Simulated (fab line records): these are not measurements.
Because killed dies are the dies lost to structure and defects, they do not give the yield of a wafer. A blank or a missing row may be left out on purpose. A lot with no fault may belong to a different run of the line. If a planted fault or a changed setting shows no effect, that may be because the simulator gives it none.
What tool caused it? / flow n5 finfet / Sampling: 8 lots, 24 wafers, 7 of 1938 route steps

== WHAT THE GAUGES READ, wafer by wafer ==
N5_BEOL_M3_INSPECT_30: inspects for defects (brightfield). Usual: raw defect count at 395, with a standard deviation of 86.
lot=L205; measured=day 7 00:53; on=defect inspect-01; raw defect count=308 503 410; flag=
lot=L214; measured=day 9 08:59; on=defect inspect-01; raw defect count=291 270 337; flag=
lot=L218; measured=day 10 15:31; on=defect inspect-01; raw defect count=315 388 467; flag=
lot=L219; measured=day 10 19:10; on=defect inspect-02; raw defect count=520 703 484; flag=
lot=L220; measured=day 11 06:20; on=defect inspect-02; raw defect count=295 322 420; flag=
lot=L222; measured=day 11 17:30; on=defect inspect-02; raw defect count=344 387 296; flag=
lot=L225; measured=day 12 04:12; on=defect inspect-01; raw defect count=248 308 373; flag=
lot=L228; measured=day 13 02:34; on=defect inspect-02; raw defect count=408 457 476; flag=

N5_BEOL_M3_OCD_MEAS_38. Usual: trench depth nm at 55.5 nm, with a standard deviation of 0.9.
lot=L205; measured=day 7 03:07; on=ocd-01; trench depth nm (nm)=54.9 55.4 57.4; flag=
lot=L214; measured=day 9 21:41; on=ocd-01; trench depth nm (nm)=55.5 55.0 56.1; flag=
lot=L218; measured=day 11 01:46; on=ocd-02; trench depth nm (nm)=0.1 0 0; flag=OFF
lot=L219; measured=day 11 05:07; on=ocd-01; trench depth nm (nm)=0.1 0 0; flag=OFF
lot=L220; measured=day 11 10:00; on=ocd-02; trench depth nm (nm)=0.5 0 0.4; flag=OFF
lot=L222; measured=day 12 02:36; on=ocd-01; trench depth nm (nm)=56.3 57.5 56.3; flag=
lot=L225; measured=day 12 09:37; on=ocd-01; trench depth nm (nm)=55.4 55.3 56.0; flag=
lot=L228; measured=day 13 21:02; on=ocd-01; trench depth nm (nm)=56.0 56.4 55.1; flag=

N5_BEOL_M3_THK_MEAS_53: measures by xrf. Usual: for M3_THK the level is 39.8 nm and the standard deviation is 1.5.
lot=L205; measured=day 7 08:35; on=film metro-01; M3_THK (nm)=39.7 40.9 43.8; flag=
lot=L214; measured=day 10 02:38; on=film metro-01; M3_THK (nm)=38.1 37.2 39.8; flag=
lot=L218; measured=day 11 05:12; on=film metro-02; M3_THK (nm)=- - -; flag=OFF
lot=L219; measured=day 11 11:23; on=film metro-02; M3_THK (nm)=- - -; flag=OFF
lot=L220; measured=day 11 14:08; on=film metro-01; M3_THK (nm)=- - -; flag=OFF
lot=L222; measured=day 12 06:34; on=film metro-01; M3_THK (nm)=39.0 38.2 40.6; flag=
lot=L225; measured=day 12 15:01; on=film metro-02; M3_THK (nm)=42.6 41.6 42.7; flag=
lot=L228; measured=day 14 00:43; on=film metro-01; M3_THK (nm)=40.9 41.7 41.1; flag=

N5_BEOL_M4_RC_MEAS_101. Usual: DIBL_N 36.1 mV/V, standard deviation 1.3; DIBL_P 36.1 mV/V, standard deviation 1.7; IOFF_N 0.154 nA/um, standard deviation 0.022; IOFF_P 0.201 nA/um, standard deviation 0.024; ION_N 675 uA/um, standard deviation 8.9; ION_P 462 uA/um, standard deviation 5.9; SS_N 71.5 mV/dec, standard deviation 0.49; SS_P 73.3 mV/dec, standard deviation 0.58; VT_N 250.0 mV, standard deviation 2.7; VT_P -251.3 mV, standard deviation 2.7.
lot=L205; measured=day 7 20:01; on=prober-01; DIBL_N (mV/V)=35.6 35.7 35.3; DIBL_P (mV/V)=34.7 34.9 34.9; IOFF_N (nA/um)=0.148 0.151 0.147; IOFF_P (nA/um)=0.194 0.200 0.196; ION_N (uA/um)=674 688 678; ION_P (uA/um)=468 470 463; SS_N (mV/dec)=71.6 72.3 72.2; SS_P (mV/dec)=73.1 73.5 72.6; VT_N (mV)=249.6 249.3 247.7; VT_P (mV)=-251.0 -249.6 -250.2; flag=
lot=L214; measured=day 10 15:41; on=prober-02; DIBL_N (mV/V)=35.2 35.0 36.8; DIBL_P (mV/V)=34.1 35.0 36.7; IOFF_N (nA/um)=0.136 0.151 0.176; IOFF_P (nA/um)=0.174 0.192 0.218; ION_N (uA/um)=662 672 679; ION_P (uA/um)=452 460 462; SS_N (mV/dec)=71.4 71.7 71.6; SS_P (mV/dec)=72.9 73.4 74.1; VT_N (mV)=253.5 252.1 247.8; VT_P (mV)=-250.5 -250.9 -250.6; flag=
lot=L222; measured=day 12 23:49; on=prober-02; DIBL_N (mV/V)=36.5 36.1 35.8; DIBL_P (mV/V)=37.5 37.5 37.1; IOFF_N (nA/um)=0.156 0.160 0.146; IOFF_P (nA/um)=0.221 0.216 0.205; ION_N (uA/um)=674 676 665; ION_P (uA/um)=468 470 464; SS_N (mV/dec)=71.2 72.1 72.0; SS_P (mV/dec)=73.8 72.7 72.9; VT_N (mV)=251.3 251.1 253.0; VT_P (mV)=-248.6 -247.2 -247.0; flag=
lot=L225; measured=day 13 05:14; on=prober-02; DIBL_N (mV/V)=38.8 38.5 36.1; DIBL_P (mV/V)=38.7 38.0 35.9; IOFF_N (nA/um)=0.206 0.195 0.144; IOFF_P (nA/um)=0.234 0.228 0.182; ION_N (uA/um)=693 696 675; ION_P (uA/um)=465 471 458; SS_N (mV/dec)=72.0 71.5 71.0; SS_P (mV/dec)=74.5 74.8 73.2; VT_N (mV)=246.4 247.9 250.5; VT_P (mV)=-251.8 -251.2 -255.0; flag=
lot=L228; measured=day 14 10:37; on=prober-01; DIBL_N (mV/V)=35.0 35.0 35.9; DIBL_P (mV/V)=35.5 36.1 36.4; IOFF_N (nA/um)=0.129 0.136 0.141; IOFF_P (nA/um)=0.156 0.168 0.169; ION_N (uA/um)=667 678 677; ION_P (uA/um)=456 460 462; SS_N (mV/dec)=71.1 71.8 72.3; SS_P (mV/dec)=73.3 72.9 73.3; VT_N (mV)=251.5 249.9 250.5; VT_P (mV)=-255.6 -253.4 -256.6; flag=

== WHICH TOOL RAN EACH LOT (tool, then ch and the chambers of the sampled wafers, then the start) ==
lot=L205; N5_BEOL_M3_STRIP_19=rie diel-04 ch 0,3, day 7 00:17; N5_BEOL_M3_TRENCH_ETCH_37=rie diel-05 ch 0,1,3, day 7 02:58; N5_BEOL_M3_STRIP_97=rie diel-05 ch 0,1,3, day 7 03:07 or earlier
lot=L214; N5_BEOL_M3_STRIP_19=rie diel-04 ch 0,2, day 9 08:31; N5_BEOL_M3_TRENCH_ETCH_37=rie diel-04 ch 1,2, day 9 21:32; N5_BEOL_M3_STRIP_97=rie diel-04 ch 1,2, day 9 21:41 or earlier
lot=L218; N5_BEOL_M3_STRIP_19=rie diel-04 ch 0,2,3, day 10 15:02; N5_BEOL_M3_TRENCH_ETCH_37=rie diel-04 ch 0,1,3, day 11 01:35; N5_BEOL_M3_STRIP_97=rie diel-04 ch 0,1,3, day 11 01:46 or earlier
lot=L219; N5_BEOL_M3_STRIP_19=rie diel-03 ch 1,2,3, day 10 18:34; N5_BEOL_M3_TRENCH_ETCH_37=rie diel-04 ch 1,2,3, day 11 04:58; N5_BEOL_M3_STRIP_97=rie diel-04 ch 1,2,3, day 11 05:07 or earlier
lot=L220; N5_BEOL_M3_STRIP_19=rie diel-04 ch 0,1, day 11 05:52; N5_BEOL_M3_TRENCH_ETCH_37=rie diel-05 ch 1,2, day 11 09:50; N5_BEOL_M3_STRIP_97=rie diel-05 ch 1,2, day 11 10:00 or earlier
lot=L222; N5_BEOL_M3_STRIP_19=rie diel-04 ch 0,2,3, day 11 17:02; N5_BEOL_M3_TRENCH_ETCH_37=rie diel-03 ch 1,2,3, day 12 02:26; N5_BEOL_M3_STRIP_97=rie diel-03 ch 1,2,3, day 12 02:36 or earlier
lot=L225; N5_BEOL_M3_STRIP_19=rie diel-04 ch 1,2, day 12 03:43; N5_BEOL_M3_TRENCH_ETCH_37=rie diel-04 ch 0,1,2, day 12 09:28; N5_BEOL_M3_STRIP_97=rie diel-04 ch 0,1,2, day 12 09:37 or earlier
lot=L228; N5_BEOL_M3_STRIP_19=rie diel-05 ch 1,2, day 13 02:06; N5_BEOL_M3_TRENCH_ETCH_37=rie diel-03 ch 0,1, day 13 20:53; N5_BEOL_M3_STRIP_97=rie diel-03 ch 0,1, day 13 21:02 or earlier
- N5_BEOL_M3_STRIP_19: strips in O2.
- N5_BEOL_M3_TRENCH_ETCH_37: etches SiOC in C4F6/O2, target depth 55.555 nm, time 29.2 s.
- N5_BEOL_M3_STRIP_97: strips in N2/H2, time 10 s.

== WHAT THE TOOLS THEMSELVES READ (means of the sampled wafers that have a number; where no wafer has one, the mark that the record gives instead) ==
N5_BEOL_M3_STRIP_19. Usual: drypump motor current A 5.9 A, standard deviation 0.44; oes product au 0.76 a.u., standard deviation 0.058; rf vpp V 3.7 V, standard deviation 0.47; showerhead plenum p Torr 2.13 Torr, standard deviation 0.057; throttle valve pct 16.72 %, standard deviation 0.14.
lot=L205; tool=rie diel-04; drypump motor current A (A)=6.1; oes product au (a.u.)=0.76; rf vpp V (V)=3.9; showerhead plenum p Torr (Torr)=2.14; throttle valve pct (%)=16.60; flag=
lot=L214; tool=rie diel-04; drypump motor current A (A)=5.8; oes product au (a.u.)=0.81; rf vpp V (V)=3.3; showerhead plenum p Torr (Torr)=2.17; throttle valve pct (%)=16.56; flag=
lot=L218; tool=rie diel-04; drypump motor current A (A)=6.1; oes product au (a.u.)=0.75; rf vpp V (V)=3.8; showerhead plenum p Torr (Torr)=2.13; throttle valve pct (%)=16.63; flag=
lot=L219; tool=rie diel-03; drypump motor current A (A)=5.7; oes product au (a.u.)=0.76; rf vpp V (V)=3.4; showerhead plenum p Torr (Torr)=2.07; throttle valve pct (%)=16.67; flag=
lot=L220; tool=rie diel-04; drypump motor current A (A)=5.9; oes product au (a.u.)=0.78; rf vpp V (V)=3.6; showerhead plenum p Torr (Torr)=2.13; throttle valve pct (%)=16.77; flag=
lot=L222; tool=rie diel-04; drypump motor current A (A)=6.2; oes product au (a.u.)=0.74; rf vpp V (V)=3.5; showerhead plenum p Torr (Torr)=2.13; throttle valve pct (%)=16.64; flag=
lot=L225; tool=rie diel-04; drypump motor current A (A)=6.3; oes product au (a.u.)=0.74; rf vpp V (V)=3.7; showerhead plenum p Torr (Torr)=2.09; throttle valve pct (%)=16.83; flag=
lot=L228; tool=rie diel-05; drypump motor current A (A)=5.8; oes product au (a.u.)=0.71; rf vpp V (V)=3.3; showerhead plenum p Torr (Torr)=2.16; throttle valve pct (%)=16.92; flag=

N5_BEOL_M3_TRENCH_ETCH_37. Usual: C4F6_flow_sccm 10.00 sccm, standard deviation 0.031; O2_flow_sccm 10.00 sccm, standard deviation 0.03; drypump motor current A 5.9 A, standard deviation 0.42; oes_ar_750_au 0.76 a.u., standard deviation 0.055; oes product au 0.76 a.u., standard deviation 0.057; rf fwd power W 350.3 W, standard deviation 1.2; rf vpp V 666 V, standard deviation 4; showerhead plenum p Torr 2.87 Torr, standard deviation 0.075; throttle valve pct 20.87 %, standard deviation 0.16.
lot=L205; tool=rie diel-05; C4F6_flow_sccm (sccm)=10.02; O2_flow_sccm (sccm)=9.98; drypump motor current A (A)=5.6; oes_ar_750_au (a.u.)=0.80; oes product au (a.u.)=0.80; rf fwd power W (W)=350.4; rf vpp V (V)=665; showerhead plenum p Torr (Torr)=2.95; throttle valve pct (%)=20.96; flag=
lot=L214; tool=rie diel-04; C4F6_flow_sccm (sccm)=10.01; O2_flow_sccm (sccm)=9.99; drypump motor current A (A)=6.4; oes_ar_750_au (a.u.)=0.73; oes product au (a.u.)=0.73; rf fwd power W (W)=351.6; rf vpp V (V)=666; showerhead plenum p Torr (Torr)=2.83; throttle valve pct (%)=20.85; flag=
lot=L218; tool=rie diel-04; C4F6_flow_sccm (sccm)=-; O2_flow_sccm (sccm)=-; drypump motor current A (A)=-; oes_ar_750_au (a.u.)=-; oes product au (a.u.)=-; rf fwd power W (W)=-; rf vpp V (V)=-; showerhead plenum p Torr (Torr)=-; throttle valve pct (%)=-; flag=OFF
lot=L219; tool=rie diel-04; C4F6_flow_sccm (sccm)=-; O2_flow_sccm (sccm)=-; drypump motor current A (A)=-; oes_ar_750_au (a.u.)=-; oes product au (a.u.)=-; rf fwd power W (W)=-; rf vpp V (V)=-; showerhead plenum p Torr (Torr)=-; throttle valve pct (%)=-; flag=OFF
lot=L220; tool=rie diel-05; C4F6_flow_sccm (sccm)=-; O2_flow_sccm (sccm)=-; drypump motor current A (A)=-; oes_ar_750_au (a.u.)=-; oes product au (a.u.)=-; rf fwd power W (W)=-; rf vpp V (V)=-; showerhead plenum p Torr (Torr)=-; throttle valve pct (%)=-; flag=OFF
lot=L222; tool=rie diel-03; C4F6_flow_sccm (sccm)=9.99; O2_flow_sccm (sccm)=10.02; drypump motor current A (A)=5.7; oes_ar_750_au (a.u.)=0.75; oes product au (a.u.)=0.76; rf fwd power W (W)=351.0; rf vpp V (V)=666; showerhead plenum p Torr (Torr)=2.80; throttle valve pct (%)=20.80; flag=
lot=L225; tool=rie diel-04; C4F6_flow_sccm (sccm)=9.99; O2_flow_sccm (sccm)=10.01; drypump motor current A (A)=6.1; oes_ar_750_au (a.u.)=0.75; oes product au (a.u.)=0.76; rf fwd power W (W)=349.9; rf vpp V (V)=667; showerhead plenum p Torr (Torr)=2.87; throttle valve pct (%)=20.84; flag=
lot=L228; tool=rie diel-03; C4F6_flow_sccm (sccm)=9.99; O2_flow_sccm (sccm)=10.04; drypump motor current A (A)=6.3; oes_ar_750_au (a.u.)=0.75; oes product au (a.u.)=0.75; rf fwd power W (W)=349.6; rf vpp V (V)=664; showerhead plenum p Torr (Torr)=2.78; throttle valve pct (%)=20.83; flag=

N5_BEOL_M3_STRIP_97. Usual: drypump motor current A 5.9 A, standard deviation 0.42; n2 flow sccm 200.0 sccm, standard deviation 0.62; oes product au 0.76 a.u., standard deviation 0.056; rf vpp V 59.1 V, standard deviation 0.91; showerhead plenum p Torr 2.57 Torr, standard deviation 0.072; throttle valve pct 23.74 %, standard deviation 0.19.
lot=L205; tool=rie diel-05; drypump motor current A (A)=5.6; n2 flow sccm (sccm)=199.8; oes product au (a.u.)=0.81; rf vpp V (V)=58.9; showerhead plenum p Torr (Torr)=2.64; throttle valve pct (%)=23.84; flag=
lot=L214; tool=rie diel-04; drypump motor current A (A)=6.4; n2 flow sccm (sccm)=200.1; oes product au (a.u.)=0.74; rf vpp V (V)=58.9; showerhead plenum p Torr (Torr)=2.53; throttle valve pct (%)=23.78; flag=
lot=L218; tool=rie diel-04; drypump motor current A (A)=6.1; n2 flow sccm (sccm)=200.0; oes product au (a.u.)=0.76; rf vpp V (V)=59.0; showerhead plenum p Torr (Torr)=2.58; throttle valve pct (%)=23.69; flag=
lot=L219; tool=rie diel-04; drypump motor current A (A)=6.4; n2 flow sccm (sccm)=200.0; oes product au (a.u.)=0.72; rf vpp V (V)=59.4; showerhead plenum p Torr (Torr)=2.53; throttle valve pct (%)=23.79; flag=
lot=L220; tool=rie diel-05; drypump motor current A (A)=5.7; n2 flow sccm (sccm)=200.5; oes product au (a.u.)=0.72; rf vpp V (V)=59.8; showerhead plenum p Torr (Torr)=2.62; throttle valve pct (%)=23.80; flag=
lot=L222; tool=rie diel-03; drypump motor current A (A)=5.7; n2 flow sccm (sccm)=199.9; oes product au (a.u.)=0.76; rf vpp V (V)=58.2; showerhead plenum p Torr (Torr)=2.49; throttle valve pct (%)=23.66; flag=
lot=L225; tool=rie diel-04; drypump motor current A (A)=6.0; n2 flow sccm (sccm)=199.7; oes product au (a.u.)=0.75; rf vpp V (V)=58.9; showerhead plenum p Torr (Torr)=2.57; throttle valve pct (%)=23.73; flag=
lot=L228; tool=rie diel-03; drypump motor current A (A)=6.3; n2 flow sccm (sccm)=199.9; oes product au (a.u.)=0.75; rf vpp V (V)=58.9; showerhead plenum p Torr (Torr)=2.48; throttle valve pct (%)=23.69; flag=

== THE ANSWER, worked out from the rows above alone ==
Rule: lot off if the mean of its wafers having a number is beyond 3 standard deviations from the usual mean. A lot without any number at a reading at which 4 lots or more have one is off too. Any other lot the step has rows for is counted as sound. First the gauges in route order, then the tools' own readings, where a lot's mean is used as printed above. The first step at which some lot is off is used, and at that step the reading that is off furthest; a lot without a number counts as furthest.
Off, at N5_BEOL_M3_OCD_MEAS_38 on trench depth nm: L218, L219, L220.
A tool fits if, at a process step before that reading, it ran every lot that is off, and no sound lot after the first of them. Not tried: the gauges at N5_BEOL_M3_OCD_MEAS_38; whatever is off there is also off at N5_BEOL_M3_THK_MEAS_53, on other tools, and gauge error can't account for it. With no start given for some of its lots, N5_BEOL_M3_STRIP_97 uses the hours and lot order of N5_BEOL_M3_OCD_MEAS_38. No candidate that was tried fits.

== WHAT WAS PUT IN BY THE SIMULATOR ==
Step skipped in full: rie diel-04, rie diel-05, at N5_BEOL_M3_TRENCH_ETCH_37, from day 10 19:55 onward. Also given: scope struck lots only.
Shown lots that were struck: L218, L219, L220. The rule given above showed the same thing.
